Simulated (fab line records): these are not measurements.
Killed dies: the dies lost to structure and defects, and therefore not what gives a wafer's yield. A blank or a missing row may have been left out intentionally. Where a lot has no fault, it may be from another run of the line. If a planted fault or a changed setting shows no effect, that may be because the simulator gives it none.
Chamber matching :: flow n5 finfet :: N5_HKMG_FIN_ETCH_35 on rie diel-05 has 4 sister chambers
The step etches SOC in N2/H2, target depth 215.8 nm, time 243.4 s. 8 wafers are shown with their chamber, then 9 later ones without.

## WAFERS, EACH WITH ITS CHAMBER
wafer: L076.3
chamber: 0
showerhead plenum p Torr (Torr): 2.62
throttle valve pct (%): 17.71

wafer: L086.3
chamber: 3
showerhead plenum p Torr (Torr): 2.48
throttle valve pct (%): 17.56

wafer: L087.4
chamber: 3
showerhead plenum p Torr (Torr): 2.48
throttle valve pct (%): 17.57

wafer: L088.1
chamber: 0
showerhead plenum p Torr (Torr): 2.60
throttle valve pct (%): 17.75

wafer: L088.3
chamber: 1
showerhead plenum p Torr (Torr): 2.64
throttle valve pct (%): 18.13

wafer: L089.1
chamber: 2
showerhead plenum p Torr (Torr): 2.59
throttle valve pct (%): 17.62

wafer: L089.3
chamber: 1
showerhead plenum p Torr (Torr): 2.64
throttle valve pct (%): 18.13

wafer: L089.6
chamber: 2
showerhead plenum p Torr (Torr): 2.59
throttle valve pct (%): 17.64

## WAFERS MISSING THEIR CHAMBER
wafer: L091.1
showerhead plenum p Torr (Torr): 2.48
throttle valve pct (%): 17.60

wafer: L091.3
showerhead plenum p Torr (Torr): 2.64
throttle valve pct (%): 18.13

wafer: L091.4
showerhead plenum p Torr (Torr): 2.58
throttle valve pct (%): 17.63

wafer: L094.2
showerhead plenum p Torr (Torr): 2.58
throttle valve pct (%): 17.66

wafer: L094.5
showerhead plenum p Torr (Torr): 2.60
throttle valve pct (%): 17.76

wafer: L094.6
showerhead plenum p Torr (Torr): 2.48
throttle valve pct (%): 17.62

wafer: L095.1
showerhead plenum p Torr (Torr): 2.60
throttle valve pct (%): 17.75

wafer: L095.2
showerhead plenum p Torr (Torr): 2.63
throttle valve pct (%): 18.15

wafer: L095.3
showerhead plenum p Torr (Torr): 2.47
throttle valve pct (%): 17.61

## CHAMBER TAKEN BY EACH
wafer: L091.1
from the rows above: 3
in truth: 3

wafer: L091.3
from the rows above: 1
in truth: 1

wafer: L091.4
from the rows above: 2
in truth: 2

wafer: L094.2
from the rows above: 2
in truth: 2

wafer: L094.5
from the rows above: 0
in truth: 0

wafer: L094.6
from the rows above: 3
in truth: 3

wafer: L095.1
from the rows above: 0
in truth: 0

wafer: L095.2
from the rows above: 1
in truth: 1

wafer: L095.3
from the rows above: 3
in truth: 3
9 of 9 placed correctly. Not placeable from these rows: 0. 0 placed wrongly.
How it was worked out, from the rows above alone: a wafer's distance from a chamber is the root of the sum, over the readings, of the square of ((its reading less the chamber's mean) divided by the reading's scatter). The wafer belongs to the nearest chamber; if the next one is less than 2 further off, it can't be placed. The mean given for a chamber averages the wafers shown for that chamber. The scatter: the root of (the sum of the squares of (reading less its chamber's mean) over the shown wafers, divided by (wafers less chambers)).
